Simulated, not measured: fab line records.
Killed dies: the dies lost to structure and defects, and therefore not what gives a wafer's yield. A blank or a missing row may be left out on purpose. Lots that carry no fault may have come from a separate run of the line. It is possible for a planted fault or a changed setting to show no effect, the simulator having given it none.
Chamber matching :: flow nand_harc :: NHARC_A_CONTACT_ETCH_110 on rie_diel-05 has 4 sister chambers
The step etches the open film in CF4/O2, target depth 50 nm, overetch 5 nm, time 27.5 s. 4 wafers are shown with their chamber, then 8 later ones without.

== WAFERS WITH THEIR CHAMBER ==
wafer: L932.4
chamber: 0
showerhead_plenum_p_Torr (Torr): 1.39

wafer: L936.2
chamber: 2
showerhead_plenum_p_Torr (Torr): 1.37

wafer: L936.4
chamber: 3
showerhead_plenum_p_Torr (Torr): 1.40

wafer: L940.2
chamber: 1
showerhead_plenum_p_Torr (Torr): 1.40

== WAFERS MISSING THEIR CHAMBER ==
wafer: L940.4
showerhead_plenum_p_Torr (Torr): 1.39

wafer: L940.5
showerhead_plenum_p_Torr (Torr): 1.39

wafer: L944.1
showerhead_plenum_p_Torr (Torr): 1.39

wafer: L944.2
showerhead_plenum_p_Torr (Torr): 1.37

wafer: L944.6
showerhead_plenum_p_Torr (Torr): 1.39

wafer: L948.1
showerhead_plenum_p_Torr (Torr): 1.40

wafer: L948.3
showerhead_plenum_p_Torr (Torr): 1.38

wafer: L948.4
showerhead_plenum_p_Torr (Torr): 1.40

== CHAMBER TAKEN BY EACH ==
wafer: L940.4
from the rows above: 0
in truth: 0

wafer: L940.5
from the rows above: 0
in truth: 0

wafer: L944.1
from the rows above: 0
in truth: 0

wafer: L944.2
from the rows above: 2
in truth: 2

wafer: L944.6
from the rows above: 0
in truth: 0

wafer: L948.1
from the rows above: can't be placed: 1 or 3
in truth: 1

wafer: L948.3
from the rows above: can't be placed: 2 or 0
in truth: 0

wafer: L948.4
from the rows above: can't be placed: 1 or 3
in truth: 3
Correctly placed: 5 of 8. Cannot be placed on the basis of these rows: 3; the candidates contain the true chamber in 3. Number placed wrongly: 0.
How it was worked out, from the rows above alone: a wafer's distance from a chamber is the root of the sum, over the readings, of the square of ((its reading less the chamber's mean) divided by the reading's scatter). If the next closest chamber is less than 2 further off than the closest, the wafer can't be placed; otherwise it belongs to the closest. For every chamber, the mean is computed from those of its wafers that are shown. The scatter: with one shown wafer a chamber, the root of the mean of the squares of how far each hidden wafer lies from its nearest shown one.
